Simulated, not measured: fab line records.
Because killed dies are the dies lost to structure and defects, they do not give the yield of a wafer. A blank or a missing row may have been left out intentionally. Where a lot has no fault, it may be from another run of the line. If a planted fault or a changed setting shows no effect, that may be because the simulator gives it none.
Matching of chambers | flow nandHarc | cmp-04 running NHARC_A_BONDPAD_CMP_29: 4 sister chambers
The step polishes SiCN, target thk 200 nm. 18 wafers are shown with their chamber, then 9 later ones without.

## WAFERS WITH THEIR CHAMBER
wafer  | chamber | motorCurrentA (A) | slurryFlowMlMin
L286.1 | 3       | 10.8              | 149.4
L286.3 | 1       | 13.5              | 149.9
L286.6 | 3       | 11.1              | 150.2
L290.1 | 2       | 12.2              | 150.0
L290.4 | 3       | 11.2              | 150.7
L290.6 | 3       | 11.2              | 150.2
L292.1 | 1       | 14.0              | 149.9
L292.2 | 0       | 12.2              | 149.9
L292.6 | 0       | 11.9              | 150.0
L291.1 | 1       | 13.5              | 149.9
L291.4 | 2       | 12.4              | 149.7
L291.6 | 3       | 11.1              | 149.3
L289.2 | 2       | 13.0              | 150.1
L289.4 | 1       | 13.1              | 149.6
L289.6 | 3       | 11.2              | 149.9
L293.2 | 3       | 11.0              | 149.9
L293.3 | 1       | 13.5              | 150.2
L293.4 | 2       | 12.2              | 150.5

SIGNATURES (averages over the wafers above)
reading         | chamber 0 | chamber 1 | chamber 2 | chamber 3 | scatter within a chamber
motorCurrentA   | 12.050    | 13.520    | 12.450    | 11.086    | 0.269
slurryFlowMlMin | 149.950   | 149.900   | 150.075   | 149.943   | 0.371
Rule: a wafer's distance from a chamber is the root of the sum, over the readings, of the square of ((its reading less the chamber's mean) divided by the reading's scatter). The wafer belongs to the nearest chamber; if the next one is less than 2 further off, it can't be placed. How the scatter is found: for the shown wafers, subtract from each reading the mean of its chamber, square and add these, divide the total by (wafers less chambers), then take the root.

## WAFERS WHOSE CHAMBER IS MISSING
wafer  | motorCurrentA (A) | slurryFlowMlMin
L307.2 | 10.7              | 149.8
L307.5 | 11.5              | 149.8
L307.6 | 12.2              | 150.1
L305.1 | 12.6              | 149.5
L305.2 | 12.3              | 150.0
L305.5 | 13.8              | 150.0
L309.1 | 12.0              | 150.0
L309.5 | 12.6              | 149.7
L309.6 | 13.9              | 149.8

## CHAMBER TAKEN BY EACH
wafer  | from the rows above          | in truth
L307.2 | 3                            | 3
L307.5 | can't be placed: 3 or 0      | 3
L307.6 | can't be placed: 0 or 2      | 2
L305.1 | can't be placed: 2 or 0 or 1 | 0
L305.2 | can't be placed: 2 or 0      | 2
L305.5 | 1                            | 1
L309.1 | can't be placed: 0 or 2      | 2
L309.5 | can't be placed: 2 or 0      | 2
L309.6 | 1                            | 1
Correct placement for 3 of the 9. From these rows, 6 cannot be placed; in 6 the true chamber is one of the candidates. 0 placed wrongly.
